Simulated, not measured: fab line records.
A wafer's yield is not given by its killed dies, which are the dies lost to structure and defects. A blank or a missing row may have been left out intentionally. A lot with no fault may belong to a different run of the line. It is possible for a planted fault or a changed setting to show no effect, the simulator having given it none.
fab line records	flow n5Finfet
[record] lots = 7	wafers = 39
route steps=1938 shown ZERO_LAYER@11 FIN_SAQP@138 DUMMY_GATE@243 HKMG_FIN@429
startH: the number of hours between the record's first day and the start of the first shown wafer of the lot	waitH: hours elapsed since this lot's preceding step	" as in the row above	L1.1+2: one row covering several wafers at once	- no value present, or no start provided	* or withheld: withheld	< > ~ a bound
route shown NAME@n: NAME is a module with steps in the file, n the number in the route of the first one	usual: mean and standard deviation over wafers with no fault	same: alike in all rows	chamber/n: place in a boat	sites: per-site readings	_std_site: how widely they spread, as a standard deviation	_edge_site: the outer-site mean with the inner-site mean subtracted	radiusMm: how far each site lies from the wafer's centre	mask NAME#n: copy n	behind: tool/chamber where the wafer was last shaped	hold: reason for holding the lot/hours on hold/outcome of the hold	device: names the non-switching transistor (n, p or np)	end of line: the route-end tests of the same wafers	step lacking rows: just its recipe	killed: dies that structure and defects cost at the first sort, which is not the same as the wafer's yield	map: per-die view of a wafer (x killed, . not killed, _ where there is no die)
set.NAME: the run value of the setting; set.NAME@STEP: its run value at that earlier step	model.NAME: the simulator's own value behind a step, which no gauge read
lots whose settings were changed on purpose; a table a step, a row a wafer
[[steps]]
[step N5_ZERO_LAYER_DEVELOP_10]
[recipe] developTimeS = 60	rinseLiquid = diw	dry = airSpin	devTempC = 21
lot.wafer	tool	chamber	startH	waitH	set.developTimeS
L080.1+2+3+4+5+6	lithoTrack-03	0	-	-	60
L082.1+2+5	lithoTrack-05	0	-	-	60
L082.3+4+6	"	0	"	"	49.13
L084.1+3+4	lithoTrack-01	0	-	-	47.27
L084.2+5+6	"	0	"	"	60
L086.1+5+6	lithoTrack-05	0	-	-	60
L094.1+2+6	lithoTrack-03	0	-	-	60
L094.3+4+5	"	0	"	"	82.6
L095.1+2+3+4+5+6	lithoTrack-05	0	-	-	60
L096.1+4+5	lithoTrack-05	0	-	-	60
L096.2+3+6	"	0	"	"	84.41
[step N5_ZERO_LAYER_HARDBAKE_23]
[recipe] tempC = 130	timeS = 120
[step N5_ZERO_LAYER_CD_MEAS_11]
[recipe] targetCdNm = 2000	landingEnergyEv = 500	detector = seInlens
[usual] cdNm = 2000.5/1.5
lot.wafer	tool	chamber	startH	waitH	set.developTimeS@ZERO_LAYER_DEVELOP_10	cdNm
L080.1	cdSem-03	0	48.67	-	60	2003.1
L080.2	"	0	"	"	60	1999.0
L080.3	"	0	"	"	60	2000.0
L080.4	"	0	"	"	60	1998.3
L080.5	"	0	"	"	60	1999.7
L080.6	"	0	"	"	60	2002.7
L082.1	cdSem-02	0	60.77	-	60	2001.5
L082.2	"	0	"	"	60	2000.9
L082.3	"	0	"	"	49.13	1999.0
L082.4	"	0	"	"	49.13	1996.8
L082.5	"	0	"	"	60	2000.5
L082.6	"	0	"	"	49.13	1998.0
L084.1	cdSem-02	0	72.77	-	47.27	1996.2
L084.2	"	0	"	"	60	2002.4
L084.3	"	0	"	"	47.27	1997.2
L084.4	"	0	"	"	47.27	1995.7
L084.5	"	0	"	"	60	2000.6
L084.6	"	0	"	"	60	2002.6
L086.1	cdSem-02	0	84.77	-	60	2001.2
L086.5	"	0	"	"	60	2002.3
L086.6	"	0	"	"	60	2003.4
L094.1	cdSem-03	0	132.78	-	60	2000.1
L094.2	"	0	"	"	60	1999.0
L094.3	"	0	"	"	82.6	2009.3
L094.4	"	0	"	"	82.6	2005.0
L094.5	"	0	"	"	82.6	2007.9
L094.6	"	0	"	"	60	1999.9
L095.1	cdSem-03	0	138.64	-	60	2001.2
L095.2	"	0	"	"	60	1999.0
L095.3	"	0	"	"	60	2001.6
L095.4	"	0	"	"	60	1999.6
L095.5	"	0	"	"	60	2000.3
L095.6	"	0	"	"	60	2001.2
L096.1	cdSem-02	0	144.65	-	60	2001.4
L096.2	"	0	"	"	84.41	2007.3
L096.3	"	0	"	"	84.41	2010.5
L096.4	"	0	"	"	60	1999.9
L096.5	"	0	"	"	60	2000.3
L096.6	"	0	"	"	84.41	2009.0
[step N5_FIN_SAQP_SPACER2_ALD_28]
[recipe] material = SiO2	targetThkA = 81	tempC = 300	aldPrecursorFamily = BDEAS	aldCoReactant = O2-plasma	pulseTimeS = 1	purgeTimeS = 2	coReactantPurgeTimeS = 2	pressureTorr = 2
lot.wafer	tool	chamber	startH	waitH	set.targetThkA	model.SiO2_of_FIN_SAQP_SPACER2_ALD_28.thkNm
L080.1+4	aldSin-01	1,0	61.86	0.1	81	8
L080.2+5+6	"	3,2,1	"	"	50.93	5
L080.3	"	2	"	"	81	8.2
L082.1+2	aldSin-02	0,2	74.73	0.7	81	8.2
L082.3	"	1	"	"	54.62	5.6
L082.4+5	"	2,1	"	"	54.62	5.4
L082.6	"	0	"	"	81	8
L084.1	aldSin-03	2	86.49	0.1	81	8.2
L084.2+5	"	0	"	"	81	8
L084.3+4+6	"	3,1,3	"	"	117.6	11.8
L086.1+6	aldSin-03	0,3	99.67	0.1	81	8
L086.5	"	2	"	"	81	8.2
L094.1+4+6	aldSin-01	0,3,0	146.04	0.1	104.3	10.4
L094.2+3	"	2,1	"	"	81	8.2
L094.5	"	1	"	"	81	8
L095.1+2+5	aldSin-01	2,1,2	152.23	0.1	102.6	10.2
L095.3+4+6	"	3,0,1	"	"	81	8.2
L096.1+2+3+4+5+6	aldSin-02	1,0,2,3,1,0	158.18	0.2	81	8.2
[step N5_FIN_SAQP_SPACER2_ETCHBACK_29]
[recipe] chemistry = CHF3/O2	mode = anisotropicEtchback	target = SiO2	targetDepthA = 122	timeS = 6.1	pressureMtorr = 30	sourceW = 650	biasW = 170	Ar_flow_sccm = 200	CHF3_flow_sccm = 50	O2_flow_sccm = 5	ionEnergyEv = 200
[step N5_FIN_SAQP_MANDREL2_REMOVE_60]
[recipe] chemistry = HBr/Cl2/O2	btTimeS = 10	target = a-Si	stopOn = SiNx	endpoint = OES-SiCl	overEtchFrac = 1	icpW = 600	biasW = 22	HBr_flow_sccm = 150	Cl2_flow_sccm = 80	O2_flow_sccm = 5	pressureMtorr = 10
lot.wafer	tool	chamber	startH	waitH	set.targetThkA@FIN_SAQP_SPACER2_ALD_28	model.FIN_SAQP.cdNm
L080.1	rieSi-04	1	62.29	0.1	81	8
L080.2+5+6	"	0,0,3	"	"	50.93	5.2
L080.3+4	"	3,2	"	"	81	8.2
L082.1+6	rieSi-04	3,0	75.14	0.1	81	8.2
L082.2	"	1	"	"	81	8
L082.3+5	"	2,3	"	"	54.62	5.6
L082.4	"	0	"	"	54.62	5.4
L084.1	rieSi-06	0	87.17	0.1	81	8.2
L084.2+5	"	1,0	"	"	81	8
L084.3+4+6	"	2,3,1	"	"	117.6	11.8
L086.1+5	rieSi-02	2,3	100.08	0.1	81	8.2
L086.6	"	0	"	"	81	8
L094.1+6	rieSi-04	0,1	146.45	0.1	104.3	10.4
L094.2	"	1	"	"	81	8.2
L094.3+5	"	2	"	"	81	8
L094.4	"	0	"	"	104.3	10.6
L095.1+5	rieSi-06	0,2	152.74	0.1	102.6	10.4
L095.2	"	1	"	"	102.6	10.2
L095.3+4	"	3,2	"	"	81	8.2
L095.6	"	3	"	"	81	8
L096.1+5	rieSi-04	1	158.59	0.1	81	8
L096.2+3+4+6	"	0,2,0,2	"	"	81	8.2
[step N5_FIN_SAQP_CD_MEAS_31]
[recipe] targetCdNm = 8	landingEnergyEv = 1000	detector = seInlens	polarity = line
[usual] cdNm = 8.12/0.2
lot.wafer	tool	chamber	startH	waitH	set.targetThkA@FIN_SAQP_SPACER2_ALD_28	cdNm
L080.1	cdSem-03	0	62.40	0.1	81	8.26
L080.2	"	0	"	"	50.93	4.95
L080.3	"	0	"	"	81	7.90
L080.4	"	0	"	"	81	8.22
L080.5	"	0	"	"	50.93	5.20
L080.6	"	0	"	"	50.93	5.14
L082.1	cdSem-03	0	75.25	0.1	81	8.35
L082.2	"	0	"	"	81	8.10
L082.3	"	0	"	"	54.62	5.56
L082.4	"	0	"	"	54.62	5.37
L082.5	"	0	"	"	54.62	5.61
L082.6	"	0	"	"	81	8.01
L084.1	cdSem-02	0	87.28	0.1	81	8.25
L084.2	"	0	"	"	81	8.31
L084.3	"	0	"	"	117.6	11.81
L084.4	"	0	"	"	117.6	11.65
L084.5	"	0	"	"	81	7.93
L084.6	"	0	"	"	117.6	11.74
L086.1	cdSem-02	0	100.19	0.1	81	8.42
L086.5	"	0	"	"	81	8.41
L086.6	"	0	"	"	81	8.26
L094.1	cdSem-01	0	146.56	0.1	104.3	10.43
L094.2	"	0	"	"	81	8.02
L094.3	"	0	"	"	81	7.80
L094.4	"	0	"	"	104.3	10.74
L094.5	"	0	"	"	81	8.10
L094.6	"	0	"	"	104.3	10.80
L095.1	cdSem-02	0	152.85	0.1	102.6	10.34
L095.2	"	0	"	"	102.6	10.15
L095.3	"	0	"	"	81	8.10
L095.4	"	0	"	"	81	8.19
L095.5	"	0	"	"	102.6	9.93
L095.6	"	0	"	"	81	8.10
L096.1	cdSem-01	0	158.70	0.1	81	8.33
L096.2	"	0	"	"	81	7.99
L096.3	"	0	"	"	81	8.41
L096.4	"	0	"	"	81	7.93
L096.5	"	0	"	"	81	7.97
L096.6	"	0	"	"	81	7.82
[step N5_FIN_SAQP_HM_OPEN_33]
[recipe] chemistry = CH3F/O2	target = SiNx	maskMaterial = SiO2	targetDepthA = 494	timeS = 70.6	pressureMtorr = 30	sourceW = 395	biasW = 73	Ar_flow_sccm = 150	CH3F_flow_sccm = 30	O2_flow_sccm = 20	ionEnergyEv = 120	ends = cleared
lot.wafer	tool	chamber	startH	waitH	set.targetThkA@FIN_SAQP_SPACER2_ALD_28	model.FIN_SAQP.cdNm
L080.1+3+4	rieDiel-04	3,2,0	62.45	0.0	81	8.2
L080.2+5+6	"	0,3,2	"	"	50.93	5.2
L082.1	rieDiel-01	0	75.30	0.0	81	8.2
L082.2+6	"	1,2	"	"	81	8
L082.3+5	"	2,1	"	"	54.62	5.6
L082.4	"	3	"	"	54.62	5.4
L084.1	rieDiel-06	3	87.42	0.1	81	8.2
L084.2+5	"	1,0	"	"	81	8
L084.3+4+6	"	0,2,3	"	"	117.6	11.8
L086.1+6	rieDiel-01	2,3	100.28	0.1	81	8.2
L086.5	"	2	"	"	81	8.4
L094.1+6	rieDiel-06	0	146.61	0.0	104.3	10.4
L094.2	"	1	"	"	81	8.2
L094.3+5	"	3,1	"	"	81	8
L094.4	"	2	"	"	104.3	10.6
L095.1	rieDiel-06	0	152.96	0.1	102.6	10.6
L095.2+5	"	1	"	"	102.6	10.4
L095.3+4+6	"	3,3,0	"	"	81	8.2
L096.1+4	rieDiel-01	1,0	158.78	0.1	81	8.2
L096.2+3+5+6	"	3,2,2,3	"	"	81	8
[step N5_FIN_SAQP_ETCH_34]
[recipe] chemistry = C4F6/O2	target = SiO2	targetDepthA = 450	timeS = 15	ionEnergyEv = 250	pressureMtorr = 30	sourceW = 345	biasW = 185	Ar_flow_sccm = 300	C4F6_flow_sccm = 10	O2_flow_sccm = 10	ends = cleared
[step N5_FIN_SAQP_STRIP_77]
[recipe] chemistry = N2/H2	timeS = 90	powerW = 100	tempC = 40	pressureMtorr = 100	rfFrequencyHz = 6e+07	biasPowerW = 3	n2FlowSccm = 300	h2FlowSccm = 300
[step N5_FIN_SAQP_HM_CD_35]
[recipe] targetCdNm = 8	polarity = line
[usual] cdNm = 8.17/0.19
lot.wafer	tool	chamber	startH	waitH	set.targetThkA@FIN_SAQP_SPACER2_ALD_28	cdNm
L080.1	cdSem-02	-	62.66	0.1	81	8.06
L080.2	"	-	"	"	50.93	5.02
L080.3	"	-	"	"	81	7.92
L080.4	"	-	"	"	81	8.37
L080.5	"	-	"	"	50.93	5.28
L080.6	"	-	"	"	50.93	5.14
L082.1	cdSem-03	-	75.52	0.1	81	8.29
L082.2	"	-	"	"	81	7.90
L082.3	"	-	"	"	54.62	5.58
L082.4	"	-	"	"	54.62	5.42
L082.5	"	-	"	"	54.62	5.37
L082.6	"	-	"	"	81	7.98
L084.1	cdSem-02	-	87.64	0.1	81	8.17
L084.2	"	-	"	"	81	8.17
L084.3	"	-	"	"	117.6	11.77
L084.4	"	-	"	"	117.6	11.85
L084.5	"	-	"	"	81	7.93
L084.6	"	-	"	"	117.6	11.51
L086.1	cdSem-03	-	100.50	0.1	81	8.08
L086.5	"	-	"	"	81	8.17
L086.6	"	-	"	"	81	8.13
L094.1	cdSem-01	-	146.83	0.1	104.3	10.26
L094.2	"	-	"	"	81	8.25
L094.3	"	-	"	"	81	7.98
L094.4	"	-	"	"	104.3	10.66
L094.5	"	-	"	"	81	8.28
L094.6	"	-	"	"	104.3	10.49
L095.1	cdSem-01	-	153.17	0.1	102.6	10.29
L095.2	"	-	"	"	102.6	10.53
L095.3	"	-	"	"	81	8.29
L095.4	"	-	"	"	81	8.13
L095.5	"	-	"	"	102.6	10.23
L095.6	"	-	"	"	81	8.11
L096.1	cdSem-03	-	158.99	0.1	81	8.41
L096.2	"	-	"	"	81	7.94
L096.3	"	-	"	"	81	8.11
L096.4	"	-	"	"	81	8.44
L096.5	"	-	"	"	81	7.89
L096.6	"	-	"	"	81	8.31
[step N5_FIN_SAQP_ETCH_64]
[recipe] chemistry = CF4	target = SiO2	targetDepthA = 15	ionEnergyEv = 350	pressureMtorr = 10	icpW = 800	biasW = 400	cf4FlowSccm = 80
[step N5_FIN_SAQP_FIN_ETCH_36]
[recipe] chemistry = HBr/Cl2/O2	targetDepthA = 1200	maskMaterial = SiNx	timeS = 50.4	biasW = 102	pressureMtorr = 10	icpW = 800	HBr_flow_sccm = 150	Cl2_flow_sccm = 80	O2_flow_sccm = 12
[step N5_FIN_SAQP_CD_MEAS_37]
[recipe] targetCdNm = 8	polarity = line
[usual] cdNm = 8.15/0.24
lot.wafer	tool	chamber	startH	waitH	set.targetThkA@FIN_SAQP_SPACER2_ALD_28	cdNm
L080.1	cdSem-02	-	62.85	0.1	81	8.18
L080.2	"	-	"	"	50.93	5.10
L080.3	"	-	"	"	81	8.19
L080.4	"	-	"	"	81	8.34
L080.5	"	-	"	"	50.93	5.16
L080.6	"	-	"	"	50.93	4.98
L082.1	cdSem-02	-	75.70	0.1	81	8.34
L082.2	"	-	"	"	81	8.03
L082.3	"	-	"	"	54.62	5.70
L082.4	"	-	"	"	54.62	5.09
L082.5	"	-	"	"	54.62	5.65
L082.6	"	-	"	"	81	8.13
L084.1	cdSem-03	-	87.83	0.1	81	8.54
L084.2	"	-	"	"	81	7.64
L084.3	"	-	"	"	117.6	11.66
L084.4	"	-	"	"	117.6	11.86
L084.5	"	-	"	"	81	8.23
L084.6	"	-	"	"	117.6	11.98
L086.1	cdSem-03	-	100.69	0.1	81	8.05
L086.5	"	-	"	"	81	8.19
L086.6	"	-	"	"	81	8.07
L094.1	cdSem-03	-	147.01	0.1	104.3	10.42
L094.2	"	-	"	"	81	8.28
L094.3	"	-	"	"	81	8.01
L094.4	"	-	"	"	104.3	10.44
L094.5	"	-	"	"	81	8.35
L094.6	"	-	"	"	104.3	10.29
L095.1	cdSem-01	-	153.36	0.1	102.6	10.76
L095.2	"	-	"	"	102.6	9.74
L095.3	"	-	"	"	81	8.42
L095.4	"	-	"	"	81	8.07
L095.5	"	-	"	"	102.6	10.41
L095.6	"	-	"	"	81	8.03
L096.1	cdSem-01	-	159.18	0.1	81	8.47
L096.2	"	-	"	"	81	8.07
L096.3	"	-	"	"	81	8.01
L096.4	"	-	"	"	81	7.99
L096.5	"	-	"	"	81	8.33
L096.6	"	-	"	"	81	8.27
[step N5_DUMMY_GATE_ETCH_31]
[recipe] chemistry = C4F6/O2	target = SiO2	maskMaterial = SOC	targetDepthA = 825	timeS = 27.5	ionEnergyEv = 250	pressureMtorr = 30	sourceW = 345	biasW = 185	Ar_flow_sccm = 300	C4F6_flow_sccm = 10	O2_flow_sccm = 10
lot.wafer	tool	chamber	startH	waitH	set.targetDepthA	model.etch.depthNm	model.SOC_of_DUMMY_GATE_COAT_34.thkNm
L080.1	rieDiel-05	0	83.69	0.0	825	81.42	51.8
L080.2	"	2	"	"	825	81.44	51.8
L080.3	"	3	"	"	825	82.77	51.6
L080.4	"	2	"	"	825	83.12	51.8
L080.5	"	0	"	"	825	81.29	51.8
L080.6	"	3	"	"	825	82.78	51.8
L082.1	rieDiel-05	1	95.21	0.1	655.2	63.67	54
L082.2	"	0	"	"	655.2	65.49	53.6
L082.3	"	2	"	"	655.2	65.72	53.6
L082.4	"	3	"	"	825	83.35	51.8
L082.5	"	1	"	"	825	80.51	52.2
L082.6	"	2	"	"	825	81.86	52.2
L084.1	rieDiel-05	2	108.08	0.1	825	82.27	52.4
L084.2	"	3	"	"	531.6	53.68	55.2
L084.3	"	0	"	"	825	82.04	52.2
L084.4	"	1	"	"	531.6	51.97	55.6
L084.5	"	1	"	"	531.6	51.92	55.6
L084.6	"	0	"	"	825	82.23	52.4
L086.1	rieDiel-05	2	120.48	0.0	825	81.66	52
L086.5	"	2	"	"	825	81.66	51.8
L086.6	"	3	"	"	825	82.48	52
L094.1	rieDiel-02	2	166.63	0.1	825	82.76	51.6
L094.2	"	0	"	"	825	83.59	51.8
L094.3	"	1	"	"	1105	111.9	48.8
L094.4	"	3	"	"	1105	110.2	49
L094.5	"	0	"	"	825	83.69	51.6
L094.6	"	1	"	"	1105	112.4	48.8
L095.1	rieDiel-02	3	173.54	0.1	825	82.39	51.6
L095.2	"	0	"	"	825	83.14	51.6
L095.3	"	2	"	"	825	82.51	51.6
L095.4	"	1	"	"	825	83.74	51.6
L095.5	"	1	"	"	825	83.84	51.6
L095.6	"	0	"	"	825	83.54	51.6
L096.1	rieDiel-02	2	179.95	0.0	480.4	48.22	55.4
L096.2	"	1	"	"	825	83.01	52
L096.3	"	3	"	"	480.4	47.72	55.4
L096.4	"	0	"	"	825	82.96	52
L096.5	"	1	"	"	825	83.13	51.8
L096.6	"	0	"	"	480.4	48.38	55.2
[step N5_DUMMY_GATE_STRIP_41]
[recipe] chemistry = O2	powerW = 400	tempC = 40	pressureMtorr = 30	rfFrequencyHz = 6e+07	biasPowerW = 0	overashFraction = 0.3	o2FlowSccm = 225
[step N5_DUMMY_GATE_HM_OPEN_21]
[recipe] chemistry = CH3F/O2	target = SiNx	targetDepthA = 1200	Ar_flow_sccm = 150	CH3F_flow_sccm = 30	O2_flow_sccm = 23	timeS = 171.4	pressureMtorr = 30	sourceW = 395	biasW = 73	ionEnergyEv = 120.7
[step N5_DUMMY_GATE_ETCH_32]
[recipe] chemistry = CF4	target = SiO2	targetDepthA = 35	timeS = 3.9	ionEnergyEv = 350	pressureMtorr = 10	icpW = 800	biasW = 400	cf4FlowSccm = 80
[step N5_DUMMY_GATE_ETCH_23]
[recipe] chemistry = HBr/Cl2/O2	HBr_flow_sccm = 150	Cl2_flow_sccm = 80	O2_flow_sccm = 12	biasW = 102	targetDepthA = 410	timeS = 22.3	target = poly-Si	maskMaterial = SiO2	pressureMtorr = 10	icpW = 800
[step N5_DUMMY_GATE_ETCH_44]
[recipe] chemistry = HBr/O2	overEtchFrac = 0.7	targetDepthA = 1275	stopOn = SiO2	ionEnergyEv = 60	biasW = 20	target = poly-Si	maskMaterial = SiO2	pressureMtorr = 20	icpW = 400	HBr_flow_sccm = 120	O2_flow_sccm = 10
[usual] oesProductAu = 0.729/0.013
lot.wafer	tool	chamber	startH	waitH	set.targetDepthA@DUMMY_GATE_ETCH_31	oesProductAu
L080.1	rieSi-01	0	84.02	0.0	825	0.744
L080.2	"	3	"	"	825	0.733
L080.3	"	2	"	"	825	0.755
L080.4	"	1	"	"	825	0.723
L080.5	"	3	"	"	825	0.726
L080.6	"	2	"	"	825	0.759
L082.1	rieSi-01	1	95.55	0.0	655.2	0.702
L082.2	"	3	"	"	655.2	0.729
L082.3	"	0	"	"	655.2	0.756
L082.4	"	2	"	"	825	0.756
L082.5	"	1	"	"	825	0.715
L082.6	"	2	"	"	825	0.742
L084.1	rieSi-01	3	108.41	0.0	825	0.730
L084.2	"	0	"	"	531.6	0.382
L084.3	"	1	"	"	825	0.718
L084.4	"	2	"	"	531.6	0.385
L084.5	"	3	"	"	531.6	0.374
L084.6	"	0	"	"	825	0.739
L086.1	rieSi-05	0	120.82	0.0	825	0.715
L086.5	"	1	"	"	825	0.725
L086.6	"	2	"	"	825	0.716
L094.1	rieSi-05	2	166.96	0.0	825	0.717
L094.2	"	1	"	"	825	0.731
L094.3	"	0	"	"	1105	0.723
L094.4	"	3	"	"	1105	0.726
L094.5	"	1	"	"	825	0.727
L094.6	"	2	"	"	1105	0.721
L095.1	rieSi-01	1	173.87	0.0	825	0.716
L095.2	"	0	"	"	825	0.741
L095.3	"	3	"	"	825	0.722
L095.4	"	2	"	"	825	0.752
L095.5	"	2	"	"	825	0.746
L095.6	"	1	"	"	825	0.714
L096.1	rieSi-05	0	180.29	0.0	480.4	0.373
L096.2	"	3	"	"	825	0.737
L096.3	"	2	"	"	480.4	0.372
L096.4	"	1	"	"	825	0.727
L096.5	"	0	"	"	825	0.719
L096.6	"	3	"	"	480.4	0.374
[step N5_HKMG_FIN_DEVELOP_11]
[recipe] developTimeS = 30	developer = TMAH	resist = CAR-ArF	devTempC = 23	rinseLiquid = diw	dry = airSpin
lot.wafer	tool	chamber	startH	waitH	set.developTimeS
L080.1+5+6	lithoTrack-02	0	-	-	30
L080.2+3+4	"	0	"	"	23.21
L082.1+4+5	lithoTrack-01	0	-	-	25.39
L082.2+3+6	"	0	"	"	30
L084.1+2+3	lithoTrack-01	0	-	-	30
L084.4+5+6	"	0	"	"	35.39
L086.1+5+6	lithoTrack-01	0	-	-	30
L094.1+2+3+4+5+6	lithoTrack-01	0	-	-	30
L095.1+4+5	lithoTrack-04	0	-	-	30
L095.2+3+6	"	0	"	"	19.29
L096.1+2+5	lithoTrack-01	0	-	-	13.11
L096.3+4+6	"	0	"	"	30
[step N5_HKMG_FIN_CD_MEAS_12]
[recipe] targetCdNm = 92.8	landingEnergyEv = 500	detector = seInlens
[usual] cdNm = 92.9/0.48
lot.wafer	tool	chamber	startH	waitH	set.developTimeS@HKMG_FIN_DEVELOP_11	cdNm
L080.1	cdSem-03	0	114.91	-	30	93.2
L080.2	"	0	"	"	23.21	92.8
L080.3	"	0	"	"	23.21	91.8
L080.4	"	0	"	"	23.21	92.2
L080.5	"	0	"	"	30	93.4
L080.6	"	0	"	"	30	93.6
L082.1	cdSem-02	0	126.06	-	25.39	91.6
L082.2	"	0	"	"	30	92.6
L082.3	"	0	"	"	30	93.0
L082.4	"	0	"	"	25.39	92.1
L082.5	"	0	"	"	25.39	92.5
L082.6	"	0	"	"	30	92.8
L084.1	cdSem-02	0	138.97	-	30	93.3
L084.2	"	0	"	"	30	94.1
L084.3	"	0	"	"	30	93.8
L084.4	"	0	"	"	35.39	94.4
L084.5	"	0	"	"	35.39	94.5
L084.6	"	0	"	"	35.39	94.7
L086.1	cdSem-02	0	151.51	-	30	91.8
L086.5	"	0	"	"	30	92.7
L086.6	"	0	"	"	30	92.7
L094.1	cdSem-02	0	194.00	-	30	92.4
L094.2	"	0	"	"	30	93.1
L094.3	"	0	"	"	30	93.4
L094.4	"	0	"	"	30	93.2
L094.5	"	0	"	"	30	91.9
L094.6	"	0	"	"	30	93.4
L095.1	cdSem-02	0	200.56	-	30	92.5
L095.2	"	0	"	"	19.29	90.5
L095.3	"	0	"	"	19.29	89.9
L095.4	"	0	"	"	30	92.3
L095.5	"	0	"	"	30	92.1
L095.6	"	0	"	"	19.29	90.7
L096.1	cdSem-03	0	210.00	-	13.11	88.5
L096.2	"	0	"	"	13.11	88.6
L096.3	"	0	"	"	30	92.8
L096.4	"	0	"	"	30	92.6
L096.5	"	0	"	"	13.11	88.6
L096.6	"	0	"	"	30	93.1
[[key]]
[split] step = N5_ZERO_LAYER_DEVELOP_10	setting = developTimeS	stated = 60	by = wafer
[response] step = N5_ZERO_LAYER_CD_MEAS_11	reading = cdNm	change = +0.209	per = 1%	r = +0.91
[split] step = N5_FIN_SAQP_SPACER2_ALD_28	setting = targetThkA	stated = 81	by = wafer
[response] step = N5_FIN_SAQP_SPACER2_ALD_28	reading = model.SiO2_of_FIN_SAQP_SPACER2_ALD_28.thkNm	change = +0.0811	per = 1%	r = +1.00
[response] step = N5_FIN_SAQP_MANDREL2_REMOVE_60	reading = model.FIN_SAQP.cdNm	change = +0.0814	per = 1%	r = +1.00
[response] step = N5_FIN_SAQP_CD_MEAS_31	reading = cdNm	change = +0.0815	per = 1%	r = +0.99
[response] step = N5_FIN_SAQP_HM_OPEN_33	reading = model.FIN_SAQP.cdNm	change = +0.0817	per = 1%	r = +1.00
[response] step = N5_FIN_SAQP_HM_CD_35	reading = cdNm	change = +0.0802	per = 1%	r = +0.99
[response] step = N5_FIN_SAQP_CD_MEAS_37	reading = cdNm	change = +0.0815	per = 1%	r = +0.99
[split] step = N5_DUMMY_GATE_ETCH_31	setting = targetDepthA	stated = 825	by = wafer
[response] step = N5_DUMMY_GATE_ETCH_31	reading = model.etch.depthNm	change = +0.833	per = 1%	r = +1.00
[response] step = N5_DUMMY_GATE_ETCH_31	reading = model.SOC_of_DUMMY_GATE_COAT_34.thkNm	change = -0.0835	per = 1%	r = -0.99
[response] step = N5_DUMMY_GATE_ETCH_44	reading = oesProductAu	shape = bent	atLowest = 0.373	atStated = 0.731	atHighest = 0.724
[split] step = N5_HKMG_FIN_DEVELOP_11	setting = developTimeS	stated = 30	by = wafer
[response] step = N5_HKMG_FIN_CD_MEAS_12	reading = cdNm	change = +0.0654	per = 1%	r = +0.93
